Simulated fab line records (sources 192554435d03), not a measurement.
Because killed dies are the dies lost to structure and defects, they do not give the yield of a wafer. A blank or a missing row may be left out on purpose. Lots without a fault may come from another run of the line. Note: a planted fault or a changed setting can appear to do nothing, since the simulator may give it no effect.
fab line records | flow n5-finfet | part 1 of 2: steps 1 to 20 of 27
record: lots: 5 wafers: 15 last-day: 18
route steps=1938 shown BEOL_M11@1550
lots untouched by any fault: they come from a run of this same line in which no faults occurred
start-h: hours from the record's first day to the start of the lot's first wafer shown | wait-h: time in hours since the lot's previous step | " unchanged from the row above | L1.1+2: one row covering several wafers at once | - no value present, or no start provided | * or withheld: withheld | < > ~ a bound
route shown NAME@n: a module of which the file shows steps, and the number in the route of the first | usual: mean/standard deviation of fault-free wafers | same: alike in all rows | chamber/n: place in a boat | sites: each site's reading | _std_site: their standard deviation | _edge_site: mean of outer sites minus mean of inner sites | radius-mm: for every site, how far away it sits from the centre of the wafer | mask NAME#n: copy n | behind: the tool/chamber that last shaped the wafer | hold: cause of the lot's hold/its duration in hours/its outcome | device: transistor that didn't switch, given as n, p or np | end of line: the same wafers' tests at the end of the route | a step given without rows: its recipe and nothing more | killed: the dies lost at the first sort to structure and to defects; this is not the yield of the wafer | map: per-die view of a wafer (x killed, . not killed, _ where there is no die)
set.NAME: the setting the step ran with; set.NAME@STEP: the setting that earlier step ran with | model.NAME: the simulator's own value behind a step, which no gauge read
lots at selected steps of the route; one table per step, one row per wafer
services: the hour from which a tool's chamber was out of use, counted from the record's first day as start-h (under 0 if before that day), plus the number of hours and why
== steps ==
step: N5_BEOL_M11_OVL_MEAS_12
recipe: points-per-wafer: 44
usual: M11_OVL: 0.1/0.78
columns lot.wafer tool chamber start-h wait-h M11_OVL[nm]
L082.2 overlay-01 0 310.87 0.0 -1.0
L082.3 " 0 " " 0.3
L082.5 " 0 " " 0.0
L084.1 overlay-01 0 330.32 0.0 -0.1
L084.3 " 0 " " 0.1
L084.6 " 0 " " 1.8
L090.2 overlay-01 0 353.13 0.0 0.3
L090.3 " 0 " " 0.6
L090.5 " 0 " " 0.0
L091.3 overlay-01 0 378.45 0.0 -0.8
L091.5 " 0 " " -1.9
L091.6 " 0 " " -0.2
L094.1 overlay-02 0 385.76 0.0 -1.1
L094.2 " 0 " " -1.2
L094.6 " 0 " " -0.8
step: N5_BEOL_M11_INSPECT_13
recipe: mode: adi inspect-instrument: brightfield
usual: raw-defect-count: 393/95
columns lot.wafer tool chamber start-h wait-h raw-defect-count
L082.2 defect-inspect-02 - 310.89 0.0 605
L082.3 " - " " 509
L082.5 " - " " 416
L084.1 defect-inspect-02 - 330.34 0.0 592
L084.3 " - " " 510
L084.6 " - " " 512
L090.2 defect-inspect-01 - 353.16 0.0 602
L090.3 " - " " 450
L090.5 " - " " 468
L091.3 defect-inspect-01 - 378.48 0.0 356
L091.5 " - " " 490
L091.6 " - " " 360
L094.1 defect-inspect-02 - 385.78 0.0 417
L094.2 " - " " 435
L094.6 " - " " 396
step: N5_BEOL_M11_DESCUM_16
recipe: chemistry: O2 time-s: 7.9 source-power-w: 50 bias-power-w: 20 pressure-mtorr: 20 rf-frequency-hz: 2.712e+07 temp-c: 40 resist: CAR-ArF o2-flow-sccm: 225
usual: drypump-motor-current-A: 6.0/0.63 oes-product-au: 0.77/0.064 rf-vpp-V: 243.1/1.4 showerhead-plenum-p-Torr: 2.08/0.064 throttle-valve-pct: 20.45/0.23
columns lot.wafer tool chamber start-h wait-h drypump-motor-current-A oes-product-au rf-hours-counter-h rf-vpp-V showerhead-plenum-p-Torr throttle-valve-pct
L082.2 rie-diel-02 0 310.93 0.0 5.4 0.82 91 243.4 2.11 20.30
L082.3 " 1 " " 6.4 0.70 197 243.9 2.16 20.12
L082.5 " 2 " " 6.5 0.76 - 240.9 2.03 20.38
L084.1 rie-diel-02 1 330.38 0.0 6.4 0.70 205 244.9 2.15 20.12
L084.3 " 2 " " 6.5 0.75 117 242.1 2.02 20.42
L084.6 " 3 " " 6.8 0.76 - 243.5 2.02 20.87
L090.2 rie-diel-02 2 353.25 0.1 6.5 0.76 123 242.1 2.02 20.42
L090.3 " 3 " " 6.8 0.75 145 242.5 2.02 20.89
L090.5 " 0 " " 5.4 0.80 - 244.4 2.10 20.29
L091.3 rie-diel-02 1 378.51 0.0 6.4 0.70 220 244.5 2.15 20.16
L091.5 " 2 " " 6.5 0.74 - 241.7 2.02 20.42
L091.6 " 1 " " 6.4 0.69 - 243.3 2.15 20.14
L094.1 rie-diel-04 3 385.82 0.0 5.6 0.73 184 241.7 2.00 20.64
L094.2 " 0 " " 6.0 0.82 93 241.8 2.03 20.35
L094.6 " 1 " " 5.1 0.80 - 243.0 2.11 20.58
step: N5_BEOL_M11_ETCH_61
recipe: chemistry: CF4 target: SiARC target-depth-a: 390 mask-material: CAR-ArF time-s: 65 ion-energy-ev: 80 pressure-mtorr: 40 source-w: 545 bias-w: 36 Ar_flow_sccm: 100 cf4-flow-sccm: 100 ends: cleared
usual: drypump-motor-current-A: 6.0/0.63 etch-rf-on-time-s: 65.1/1.9 oes-product-au: 0.66/0.054 rf-vpp-V: 184.0/1.1 showerhead-plenum-p-Torr: 2.12/0.061 throttle-valve-pct: 15.63/0.22
columns lot.wafer tool chamber start-h wait-h drypump-motor-current-A etch-rf-on-time-s oes-product-au rf-hours-counter-h rf-vpp-V showerhead-plenum-p-Torr throttle-valve-pct
L082.2 rie-diel-02 0 310.96 0.0 5.4 65.2 0.70 91 184.4 2.14 15.39
L082.3 " 1 " " 6.4 62.5 0.63 197 184.9 2.20 15.42
L082.5 " 2 " " 6.5 67.4 0.65 - 183.0 2.07 15.48
L084.1 rie-diel-02 1 330.41 0.0 6.4 63.0 0.62 205 186.6 2.20 15.45
L084.3 " 2 " " 6.5 67.3 0.65 118 182.3 2.07 15.48
L084.6 " 3 " " 6.8 63.6 0.66 - 183.2 2.06 15.98
L090.2 rie-diel-02 2 353.29 0.0 6.5 67.9 0.65 123 183.6 2.07 15.50
L090.3 " 3 " " 6.8 64.8 0.65 145 184.1 2.06 16.01
L090.5 " 0 " " 5.4 65.9 0.69 - 184.3 2.14 15.44
L091.3 rie-diel-02 1 378.54 0.0 6.4 63.7 0.60 220 185.3 2.20 15.46
L091.5 " 2 " " 6.5 68.9 0.63 - 184.7 2.06 15.52
L091.6 " 1 " " 6.4 64.0 0.60 - 184.8 2.20 15.46
L094.1 rie-diel-04 3 385.85 0.0 5.6 65.5 0.62 184 183.7 2.05 15.84
L094.2 " 0 " " 6.0 66.3 0.71 93 183.8 2.09 15.64
L094.6 " 1 " " 5.1 63.1 0.69 - 184.6 2.14 15.68
step: N5_BEOL_M11_ETCH_62
recipe: chemistry: N2/H2 target: SOC target-depth-a: 1100 overetch-a: 220 mask-material: SiARC temp-c: 40 time-s: 165 ion-energy-ev: 200 pressure-mtorr: 30 source-w: 840 bias-w: 150 n2-flow-sccm: 200 h2-flow-sccm: 200
usual: drypump-motor-current-A: 6.0/0.63 oes-product-au: 0.66/0.052 rf-vpp-V: 523.4/2.5 showerhead-plenum-p-Torr: 2.53/0.082 throttle-valve-pct: 17.90/0.25
columns lot.wafer tool chamber start-h wait-h drypump-motor-current-A oes-product-au rf-hours-counter-h rf-vpp-V showerhead-plenum-p-Torr throttle-valve-pct
L082.2 rie-diel-02 0 311.01 0.0 5.4 0.70 91 525.0 2.57 17.75
L082.3 " 1 " " 6.4 0.61 197 526.8 2.65 17.70
L082.5 " 2 " " 6.5 0.66 - 520.3 2.46 17.73
L084.1 rie-diel-02 1 330.46 0.0 6.4 0.60 205 527.5 2.64 17.71
L084.3 " 2 " " 6.5 0.66 118 522.2 2.45 17.75
L084.6 " 3 " " 6.8 0.65 - 520.3 2.46 18.42
L090.2 rie-diel-02 2 353.34 0.0 6.5 0.65 123 520.1 2.45 17.75
L090.3 " 3 " " 6.8 0.64 145 522.0 2.46 18.41
L090.5 " 0 " " 5.4 0.69 - 523.8 2.56 17.79
L091.3 rie-diel-02 1 378.59 0.0 6.4 0.60 220 525.5 2.63 17.73
L091.5 " 2 " " 6.5 0.65 - 522.3 2.45 17.78
L091.6 " 1 " " 6.4 0.59 - 525.9 2.63 17.72
L094.1 rie-diel-04 3 385.90 0.0 5.6 0.63 184 521.6 2.41 18.00
L094.2 " 0 " " 6.0 0.70 93 523.2 2.46 17.75
L094.6 " 1 " " 5.2 0.68 - 523.4 2.55 17.93
step: N5_BEOL_M11_STRIP_68
recipe: chemistry: N2/H2 temp-c: 40 n2-flow-sccm: 200 h2-flow-sccm: 200 rf-frequency-hz: 6e+07
columns lot.wafer tool chamber start-h wait-h
L082.2+3+5 rie-diel-02 0,1,2 311.15 0.1
L084.1+3+6 rie-diel-02 1,2,3 330.60 0.1
L090.2+3+5 rie-diel-02 2,3,0 353.47 0.1
L091.3+5+6 rie-diel-02 1,2,1 378.73 0.1
L094.1+2+6 rie-diel-04 3,0,1 386.04 0.1
step: N5_BEOL_M11_STRIP_67
recipe: chemistry: CF4 resist: SiARC power-w: 300 bias-power-w: 75 pressure-mtorr: 50 cf4-flow-sccm: 150 rf-frequency-hz: 6e+07
usual: drypump-motor-current-A: 6.0/0.63 oes-product-au: 0.78/0.06 rf-vpp-V: 270.9/1.4 showerhead-plenum-p-Torr: 1.78/0.052 throttle-valve-pct: 13.61/0.22
columns lot.wafer tool chamber start-h wait-h drypump-motor-current-A oes-product-au rf-hours-counter-h rf-vpp-V showerhead-plenum-p-Torr throttle-valve-pct
L082.2 rie-diel-02 0 311.16 0.0 5.4 0.84 91 270.9 1.80 13.41
L082.3 " 1 " " 6.4 0.72 197 271.7 1.85 13.46
L082.5 " 2 " " 6.5 0.78 - 271.3 1.73 13.41
L084.1 rie-diel-02 1 330.61 0.0 6.4 0.71 205 272.8 1.85 13.48
L084.3 " 2 " " 6.5 0.77 118 270.1 1.73 13.43
L084.6 " 3 " " 6.8 0.77 - 270.1 1.73 13.94
L090.2 rie-diel-02 2 353.48 0.0 6.5 0.77 124 269.9 1.73 13.44
L090.3 " 3 " " 6.8 0.76 145 268.4 1.73 13.95
L090.5 " 0 " " 5.4 0.81 - 272.5 1.80 13.44
L091.3 rie-diel-02 1 378.74 0.0 6.4 0.71 220 271.7 1.85 13.52
L091.5 " 2 " " 6.5 0.76 - 269.2 1.72 13.46
L091.6 " 1 " " 6.4 0.70 - 271.8 1.85 13.52
L094.1 rie-diel-04 3 386.05 0.0 5.6 0.74 184 267.9 1.72 13.84
L094.2 " 0 " " 6.0 0.83 93 269.6 1.76 13.60
L094.6 " 1 " " 5.1 0.80 - 270.3 1.79 13.66
step: N5_BEOL_M11_HM_OPEN_17
recipe: chemistry: Cl2/BCl3 target-depth-a: 200 overetch-a: 60 target: TiN mask-material: SOC ion-energy-ev: 150 pressure-mtorr: 10 icp-w: 1000 bias-w: 126 Cl2_flow_sccm: 53.25 bcl3-flow-sccm: 21.75 Ar_flow_sccm: 25
usual: drypump-motor-current-A: 5.5/0.36 he-backside-leak-sccm: 3.39/0.17 oes-product-au: 0.64/0.11 throttle-valve-pct: 22.25/0.23
columns lot.wafer tool chamber start-h wait-h drypump-motor-current-A he-backside-leak-sccm oes-product-au rf-hours-counter-h throttle-valve-pct
L082.2 rie-metal-03 1 311.23 0.1 6.0 3.44 0.64 - 22.19
L082.3 " 1 " " 6.0 3.41 0.64 - 22.15
L082.5 " 1 " " 6.0 3.29 0.65 - 22.16
L084.1 rie-metal-02 0 330.65 0.0 6.0 3.36 0.84 1 22.32
L084.3 " 1 " " 5.1 3.29 0.56 - 22.14
L084.6 " 1 " " 5.1 3.19 0.57 - 22.15
L090.2 rie-metal-02 1 353.52 0.0 5.1 3.50 0.56 104 22.16
L090.3 " 0 " " 6.0 3.48 0.81 - 22.32
L090.5 " 1 " " 5.1 3.41 0.57 - 22.15
L091.3 rie-metal-02 0 378.81 0.1 6.0 3.32 0.78 - 22.33
L091.5 " 1 " " 5.1 3.07 0.86 - 22.11
L091.6 " 0 " " 6.0 3.36 0.78 - 22.33
L094.1 rie-metal-02 1 386.09 0.0 5.1 3.26 0.83 1 22.12
L094.2 " 0 " " 6.0 3.42 0.77 7 22.36
L094.6 " 1 " " 5.1 3.08 0.84 - 22.13
step: N5_BEOL_M11_STRIP_19
recipe: chemistry: O2 power-w: 400 temp-c: 40 pressure-mtorr: 30 rf-frequency-hz: 6e+07 bias-power-w: 0 overash-fraction: 0.2 o2-flow-sccm: 225
usual: drypump-motor-current-A: 5.8/0.59 oes-product-au: 0.77/0.066 rf-vpp-V: 3.7/0.6 showerhead-plenum-p-Torr: 2.07/0.062 throttle-valve-pct: 16.74/0.2
columns lot.wafer tool chamber start-h wait-h drypump-motor-current-A oes-product-au rf-hours-counter-h rf-vpp-V showerhead-plenum-p-Torr throttle-valve-pct
L082.2 rie-diel-04 2 311.40 0.1 5.2 0.67 236 3.2 1.99 16.87
L082.3 " 3 " " 5.6 0.75 160 3.7 2.02 16.89
L082.5 " 0 " " 6.0 0.86 - 5.4 2.04 16.57
L084.1 rie-diel-02 2 330.77 0.1 6.5 0.76 118 3.1 2.03 16.59
L084.3 " 1 " " 6.4 0.71 205 3.1 2.16 16.45
L084.6 " 0 " " 5.4 0.81 - 3.6 2.11 16.50
L090.2 rie-diel-04 0 353.63 0.1 6.0 0.85 85 4.8 2.03 16.58
L090.3 " 1 " " 5.1 0.81 90 3.8 2.12 16.81
L090.5 " 1 " " 5.1 0.80 - 3.3 2.12 16.82
L091.3 rie-diel-02 3 378.91 0.1 6.8 0.75 152 3.2 2.02 17.11
L091.5 " 3 " " 6.8 0.75 - 3.2 2.02 17.12
L091.6 " 2 " " 6.6 0.75 - 3.1 2.02 16.63
L094.1 rie-diel-04 3 386.20 0.1 5.6 0.73 184 3.3 2.01 16.92
L094.2 " 1 " " 5.1 0.80 98 3.5 2.11 16.81
L094.6 " 0 " " 6.0 0.82 - 3.5 2.03 16.61
step: N5_BEOL_M11_CD_MEAS_18
recipe: pitch-nm: 140 target-cd-nm: 70
usual: cd-nm: 69.6/0.7
columns lot.wafer tool chamber start-h wait-h cd-nm
L082.2 cd-sem-01 - 311.47 0.1 69.5
L082.3 " - " " 69.7
L082.5 " - " " 70.7
L084.1 cd-sem-02 - 330.84 0.0 68.8
L084.3 " - " " 70.5
L084.6 " - " " 69.4
L090.2 cd-sem-01 - 353.71 0.1 70.0
L090.3 " - " " 71.0
L090.5 " - " " 68.8
L091.3 cd-sem-03 - 378.98 0.1 70.6
L091.5 " - " " 71.2
L091.6 " - " " 70.8
L094.1 cd-sem-01 - 386.27 0.0 69.3
L094.2 " - " " 70.2
L094.6 " - " " 69.0
step: N5_BEOL_M11_COAT_63
recipe: resist: SOC temp-c: 250 time-s: 60 spin-rpm: 1500 resist-thk-nm: 100
usual: resist-line-temp-C: 23.00/0.1
columns lot.wafer tool chamber start-h wait-h resist-line-temp-C
L082.2 litho-track-03 0 314.10 2.6 23.07
L082.3 " 0 " " 23.08
L082.5 " 0 " " 23.12
L084.1 litho-track-03 0 332.48 1.6 23.06
L084.3 " 0 " " 23.08
L084.6 " 0 " " 23.12
L090.2 litho-track-03 0 358.16 4.5 23.30
L090.3 " 0 " " 23.16
L090.5 " 0 " " 22.98
L091.3 litho-track-03 0 381.05 2.1 22.77
L091.5 " 0 " " 22.84
L091.6 " 0 " " 22.92
L094.1 litho-track-03 0 387.50 1.2 23.09
L094.2 " 0 " " 23.17
L094.6 " 0 " " 23.04
step: N5_BEOL_M11_COAT_64
recipe: resist: SiARC temp-c: 220 time-s: 60 spin-rpm: 1500 resist-thk-nm: 30
usual: resist-line-temp-C: 22.97/0.093
columns lot.wafer tool chamber start-h wait-h resist-line-temp-C
L082.2 litho-track-03 0 - - 22.82
L082.3 " 0 " " 23.06
L082.5 " 0 " " 22.93
L084.1 litho-track-03 0 - - 22.76
L084.3 " 0 " " 22.96
L084.6 " 0 " " 22.99
L090.2 litho-track-03 0 - - 23.08
L090.3 " 0 " " 22.96
L090.5 " 0 " " 22.97
L091.3 litho-track-03 0 - - 22.87
L091.5 " 0 " " 22.99
L091.6 " 0 " " 22.74
L094.1 litho-track-03 0 - - 23.02
L094.2 " 0 " " 23.04
L094.6 " 0 " " 23.03
step: N5_BEOL_M11_COAT_22
recipe: resist: CAR-ArF spin-rpm: 1500 resist-thk-nm: 90
usual: resist-line-temp-C: 23.01/0.09
columns lot.wafer tool chamber start-h wait-h resist-line-temp-C
L082.2 litho-track-03 0 - - 23.11
L082.3 " 0 " " 22.99
L082.5 " 0 " " 22.93
L084.1 litho-track-03 0 - - 23.12
L084.3 " 0 " " 23.11
L084.6 " 0 " " 23.04
L090.2 litho-track-03 0 - - 23.03
L090.3 " 0 " " 23.00
L090.5 " 0 " " 23.08
L091.3 litho-track-03 0 - - 23.24
L091.5 " 0 " " 22.99
L091.6 " 0 " " 22.98
L094.1 litho-track-03 0 - - 22.95
L094.2 " 0 " " 22.92
L094.6 " 0 " " 22.96
step: N5_BEOL_M11_EBR_24
recipe: solvent: PGMEA ebr-width-mm: 1.5
usual: resist-line-temp-C: 22.98/0.11
columns lot.wafer tool chamber start-h wait-h resist-line-temp-C
L082.2 litho-track-03 0 - - 22.91
L082.3 " 0 " " 22.99
L082.5 " 0 " " 23.00
L084.1 litho-track-03 0 - - 22.77
L084.3 " 0 " " 22.86
L084.6 " 0 " " 23.04
L090.2 litho-track-03 0 - - 23.04
L090.3 " 0 " " 23.06
L090.5 " 0 " " 23.00
L091.3 litho-track-03 0 - - 22.82
L091.5 " 0 " " 22.93
L091.6 " 0 " " 23.00
L094.1 litho-track-03 0 - - 22.90
L094.2 " 0 " " 23.12
L094.6 " 0 " " 22.88
step: N5_BEOL_M11_SOFTBAKE_23
recipe: temp-c: 110 time-s: 60 resist: CAR-ArF
usual: resist-line-temp-C: 23.00/0.1
columns lot.wafer tool chamber start-h wait-h resist-line-temp-C
L082.2 litho-track-03 0 - - 22.88
L082.3 " 0 " " 22.99
L082.5 " 0 " " 22.90
L084.1 litho-track-03 0 - - 23.14
L084.3 " 0 " " 23.02
L084.6 " 0 " " 23.11
L090.2 litho-track-03 0 - - 23.02
L090.3 " 0 " " 22.99
L090.5 " 0 " " 22.92
L091.3 litho-track-03 0 - - 23.01
L091.5 " 0 " " 22.98
L091.6 " 0 " " 22.90
L094.1 litho-track-03 0 - - 23.02
L094.2 " 0 " " 22.83
L094.6 " 0 " " 22.99
step: N5_BEOL_M11_EXPOSE_25
recipe: mask-id: V10 na: 1.35 source-shape: annular sigma-inner: 0.5 sigma-outer: 0.8 polarization: unpolarized dose-mj: 85.5
columns lot.wafer tool chamber start-h wait-h mask
L082.2+3+5 arfi-scanner-02 0 314.51 - V10#0
L084.1+3+6 arfi-scanner-01 0 332.60 - V10#0
L090.2+3+5 arfi-scanner-03 0 358.41 - V10#0
L091.3+5+6 arfi-scanner-03 0 381.35 - V10#0
L094.1+2+6 arfi-scanner-02 0 387.79 - V10#0
step: N5_BEOL_M11_PEB_26
recipe: peb-temp-c: withheld peb-time-s: 60 resist: CAR-ArF
usual: resist-line-temp-C: 22.99/0.11
columns lot.wafer tool chamber start-h wait-h resist-line-temp-C
L082.2 litho-track-02 0 314.57 0.1 22.90
L082.3 " 0 " " 22.97
L082.5 " 0 " " 23.02
L084.1 litho-track-05 0 332.67 0.1 23.12
L084.3 " 0 " " 22.97
L084.6 " 0 " " 23.14
L090.2 litho-track-02 0 358.47 0.1 22.71
L090.3 " 0 " " 22.74
L090.5 " 0 " " 22.85
L091.3 litho-track-02 0 381.40 0.0 22.96
L091.5 " 0 " " 22.94
L091.6 " 0 " " 23.03
L094.1 litho-track-02 0 387.85 0.1 23.06
L094.2 " 0 " " 22.96
L094.6 " 0 " " 22.98
step: N5_BEOL_M11_DEVELOP_27
recipe: develop-time-s: 30 developer: TMAH resist: CAR-ArF rinse-liquid: diw dry: air-spin dev-temp-c: 23
usual: resist-line-temp-C: 23.01/0.11
same: develop-time-s: 30
columns lot.wafer tool chamber start-h wait-h resist-line-temp-C
L082.2 litho-track-02 0 - - 22.78
L082.3 " 0 " " 22.90
L082.5 " 0 " " 22.95
L084.1 litho-track-05 0 - - 23.00
L084.3 " 0 " " 22.83
L084.6 " 0 " " 23.04
L090.2 litho-track-02 0 - - 23.09
L090.3 " 0 " " 22.94
L090.5 " 0 " " 22.83
L091.3 litho-track-02 0 - - 23.09
L091.5 " 0 " " 22.84
L091.6 " 0 " " 23.12
L094.1 litho-track-02 0 - - 22.92
L094.2 " 0 " " 23.04
L094.6 " 0 " " 23.07
step: N5_BEOL_M11_CD_MEAS_28
recipe: target-cd-nm: 70 landing-energy-ev: 500 detector: se-inlens polarity: opening
usual: cd-nm: 69.9/1.1
columns lot.wafer tool chamber start-h wait-h cd-nm
L082.2 cd-sem-03 0 314.64 - 69.6
L082.3 " 0 " " 69.5
L082.5 " 0 " " 69.6
L084.1 cd-sem-03 0 332.73 - 69.6
L084.3 " 0 " " 71.1
L084.6 " 0 " " 71.0
L090.2 cd-sem-01 0 358.54 - 69.8
L090.3 " 0 " " 69.6
L090.5 " 0 " " 70.1
L091.3 cd-sem-01 0 381.47 - 69.4
L091.5 " 0 " " 69.9
L091.6 " 0 " " 69.1
L094.1 cd-sem-01 0 387.92 - 68.9
L094.2 " 0 " " 68.3
L094.6 " 0 " " 69.1
step: N5_BEOL_M11_OVL_MEAS_29
recipe: points-per-wafer: 44
usual: V10_OVL: 0.1/0.67
columns lot.wafer tool chamber start-h wait-h V10_OVL[nm]
L082.2 overlay-02 0 314.67 0.0 1.0
L082.3 " 0 " " -0.1
L082.5 " 0 " " -0.2
L084.1 overlay-01 0 332.76 0.0 -1.3
L084.3 " 0 " " -1.4
L084.6 " 0 " " -0.2
L090.2 overlay-02 0 358.57 0.0 0.4
L090.3 " 0 " " -0.2
L090.5 " 0 " " 0.8
L091.3 overlay-02 0 381.50 0.0 0.1
L091.5 " 0 " " -0.7
L091.6 " 0 " " 0.1
L094.1 overlay-01 0 387.95 0.0 1.5
L094.2 " 0 " " 0.4
L094.6 " 0 " " 0.6
